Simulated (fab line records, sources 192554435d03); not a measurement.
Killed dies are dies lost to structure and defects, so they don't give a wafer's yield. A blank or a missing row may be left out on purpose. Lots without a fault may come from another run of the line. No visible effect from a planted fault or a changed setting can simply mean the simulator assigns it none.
A lot that was struck, set against a sound lot / flow n5_finfet / 28 steps out of a route of 1938
Sound: the wafers L710.1, L710.3, L710.5. Struck: wafer L718.2 (left out: L718.1, L718.6 of the same lot, which were not struck); the cause appears at the end.
At each step with rows: each side's tool, then ch and its chambers, then its first start. Under that, the readings that differ: sound wafers / struck wafers / difference of the means / sigmas: that difference in standard deviations of wafers without a fault.
alike: readings whose means differ by less than 2 such deviations, and words and numbers that are the same on both sides. not compared: withheld readings, readings that some wafer has no value for, bounds like >300 that may hide the same value, and numbers for which the record gives no deviation and whose values overlap.
The two part at a step that has a row with sigmas, a row that says differs or no value, or rows on one side only. When numbers do not overlap yet have no deviation, they are printed without sigmas and do not part them. A reading missing from all wafers of one side parts the sides only when that side holds two or more wafers.

N5_BEOL_M3_ANNEAL_51: time 90 s.
  sound on rtp_anneal-02 ch 0, day 10 19:50; struck on rtp_anneal-01 ch 0, day 11 17:29
  alike: wafer_temp_C_max
N5_BEOL_M3_CMP_52: polishes, stops on SiOC, t overpolish 6.8 s, target thk 40 nm.
  sound on cmp-04 ch 0,2,3, day 10 20:13; struck on cmp-03 ch 1, day 11 17:47
  alike: barrier_field_endpoint_s, motor_current_A, overpolish_run_s, time_to_endpoint_s
N5_BEOL_M3_THK_MEAS_53: measures by xrf.
  sound: film_metro-02 at day 10 20:26; struck: film_metro-02 at day 11 18:04
  alike: M3_THK
then, 3 steps without rows for these wafers: N5_BEOL_M3_PRE_CLEAN_60 (time 15 s); N5_BEOL_M3_CO_CAP_55 (material Co, precursor CCTBA/H2, target thk 2 nm, time 102.1 s); N5_BEOL_M3_PRE_CLEAN_56 (time 15 s).
N5_BEOL_M3_DEP_57: deposits SiCN from 3MS/NH3, target thk 8 nm, time 14 s.
  sound on pecvd-01 ch 1,2, day 10 20:37; struck on pecvd-03 ch 0, day 11 18:16
  alike: rf_fwd_power_W, showerhead_plenum_p_Torr, throttle_valve_pct
N5_BEOL_M3_RS_MEAS_58: uses a four-point probe to measure.
  sound: film_metro-02 at day 10 20:41; struck: film_metro-01 at day 11 18:20
  alike: M3_RS
N5_BEOL_M3_INSPECT_59: inspects for defects (darkfield).
  sound: defect_inspect-02 at day 10 20:43; struck: defect_inspect-01 at day 11 18:22
  alike: raw_defect_count
N5_BEOL_M4_ILD_DEP_00: deposits SiOC from DEMS/O2, target thk 79 nm, time 15.3 s.
  sound on pecvd-02 ch 0,2, day 10 20:45; struck on pecvd-03 ch 0, day 11 18:23
reading=heater_power_w (W); sound=294 486 301; struck=525; difference=+165; sigmas=+2
  alike: rf_fwd_power_W, showerhead_plenum_p_Torr, throttle_valve_pct
N5_BEOL_M4_THK_MEAS_01:
  sound: film_metro-02 at day 10 20:49; struck: film_metro-01 at day 11 18:28
  alike: M4_ILD_THK
then, 1 step without rows for these wafers: N5_BEOL_M4_PECVD_72 (deposits SiO2 from TEOS/O2, target thk 16 nm, time 18 s).
N5_BEOL_M4_HM_DEP_02: deposits TiN, target thk 20 nm.
  sound: pvd_sputter-02 at day 10 23:04; struck: pvd_sputter-03 at day 11 19:02
  alike: throttle_valve_pct
then, 9 steps without rows for these wafers: N5_BEOL_M4_COAT_61 (time 60 s, resist thk 60 nm); N5_BEOL_M4_COAT_62 (time 60 s, resist thk 12 nm); N5_BEOL_M4_COAT_73 (time 60 s, resist thk 5 nm); N5_BEOL_M4_COAT_05 (resist thk 30 nm); N5_BEOL_M4_EBR_07; N5_BEOL_M4_SOFTBAKE_06 (time 60 s); N5_BEOL_M4_EXPOSE_08 (exposes mask M4); N5_BEOL_M4_PEB_09 (peb time 60 s); N5_BEOL_M4_DEVELOP_10 (develop time 30 s).
N5_BEOL_M4_CD_MEAS_11: target cd 16.79 nm.
  sound on cd_sem-02 ch 0, day 10 23:27; struck on cd_sem-02 ch 0, day 11 19:26
  alike: cd_nm
N5_BEOL_M4_OVL_MEAS_12:
  sound on overlay-01 ch 0, day 10 23:29; struck on overlay-01 ch 0, day 11 19:28
  alike: M4_OVL
N5_BEOL_M4_INSPECT_13: inspects for defects (brightfield).
  sound: defect_inspect-01 at day 10 23:33; struck: defect_inspect-01 at day 11 19:31
reading=raw_defect_count; sound=408 334 339; struck=860; difference=+500; sigmas=+5
N5_BEOL_M4_DESCUM_16: chemistry O2, time 7 s.
  sound on rie_diel-05 ch 0,2,3, day 10 23:35; struck on rie_diel-01 ch 1, day 11 19:34
  alike: drypump_motor_current_A, oes_product_au, rf_fwd_power_W, rf_vpp_V, showerhead_plenum_p_Torr, throttle_valve_pct
  not compared: rf_hours_counter_h
N5_BEOL_M4_RC_MEAS_101:
  sound on prober-02 ch 0, day 12 18:19; struck on prober-02 ch 0, day 13 12:13
  alike: DIBL_N, DIBL_P, IOFF_N, IOFF_P, ION_N, ION_P, SS_N, SS_P, VT_N, VT_P
-- here the record skips 4 days between the struck wafers' starts before and after, leaving off in module BEOL_M4 and picking up in module PASSIVATION (first step shown: number 1936 of the route) --
N5_PASSIVATION_PROBE_49:
  sound: prober-02 at day 17 07:09; struck: prober-01 at day 17 21:17
reading=defect_limited_yield (%); sound=91.7 93.2 91.9; struck=83.7; difference=-8.6; sigmas=-6
reading=killed_at_M4_up; sound=17 9 11; struck=128; difference=+116; sigmas=+22
reading=killed_dies; sound=98 80 96; struck=192; difference=+101; sigmas=+6
reading=sort_bin_5_function (%); sound=5.6 3.8 5.0; struck=10.5; difference=+5.7; sigmas=+6
reading=sort_n_pass; sound=1082 1100 1079; struck=988; difference=-99; sigmas=-5
reading=sort_yield_pct (%); sound=91.7 93.2 91.4; struck=83.7; difference=-8.4; sigmas=-5
  alike: killed_at_M0_to_M3, killed_at_contacts, killed_at_front_end, killed_at_other, killed_open, killed_short, sort_bin_4_leakage, sort_bin_6_memory

WHERE THEY PART
Earliest at N5_BEOL_M4_ILD_DEP_00; latest, in this record, at N5_PASSIVATION_PROBE_49.

WHY: what the simulator had put in
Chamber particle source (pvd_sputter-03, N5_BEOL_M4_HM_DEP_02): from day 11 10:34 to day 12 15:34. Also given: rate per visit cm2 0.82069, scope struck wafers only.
